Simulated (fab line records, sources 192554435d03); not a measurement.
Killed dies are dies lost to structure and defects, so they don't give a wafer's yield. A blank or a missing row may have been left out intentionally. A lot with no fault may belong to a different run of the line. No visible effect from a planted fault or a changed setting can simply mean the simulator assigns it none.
Matching of chambers -- flow n5 finfet -- N5_BEOL_M15_VIA_ETCH_16 on rie diel-05: 4 sister chambers
The step etches SiO2 in C4F8/O2/Ar, target depth 1792.2 nm. 8 wafers are shown with their chamber, then 11 later ones without.

EACH WAFER AND ITS CHAMBER
wafer,chamber,rf vpp V (V),throttle valve pct (%)
L079.6,3,2228,31.00
L083.5,1,2239,31.02
L087.1,0,2269,31.45
L087.5,0,2268,31.44
L088.1,1,2239,31.01
L088.4,3,2227,31.02
L088.5,2,2130,30.91
L093.2,2,2133,30.92

WAFERS WHOSE CHAMBER IS MISSING
wafer,rf vpp V (V),throttle valve pct (%)
L093.4,2227,31.03
L093.6,2227,31.04
L095.1,2226,31.02
L095.3,2269,31.45
L095.6,2225,31.02
L097.1,2269,31.47
L097.3,2237,31.04
L097.6,2225,31.02
L096.1,2238,31.05
L096.3,2224,31.04
L096.4,2225,31.04

CHAMBER TAKEN BY EACH
wafer,from the rows above,in truth
L093.4,3,3
L093.6,3,3
L095.1,3,3
L095.3,0,0
L095.6,3,3
L097.1,0,0
L097.3,1,1
L097.6,3,3
L096.1,1,1
L096.3,3,3
L096.4,3,3
Placed correctly: 11 of 11. Not placeable from these rows: 0. Wrongly placed: 0.
How it was worked out, from the rows above alone: a wafer's distance from a chamber is the root of the sum, over the readings, of the square of ((its reading less the chamber's mean) divided by the reading's scatter). If the next closest chamber is less than 2 further off than the closest, the wafer can't be placed; otherwise it belongs to the closest. The mean given for a chamber averages the wafers shown for that chamber. The scatter is the square root of a quotient: the sum, over the shown wafers, of each reading's squared deviation from its chamber's mean, divided by wafers minus chambers.
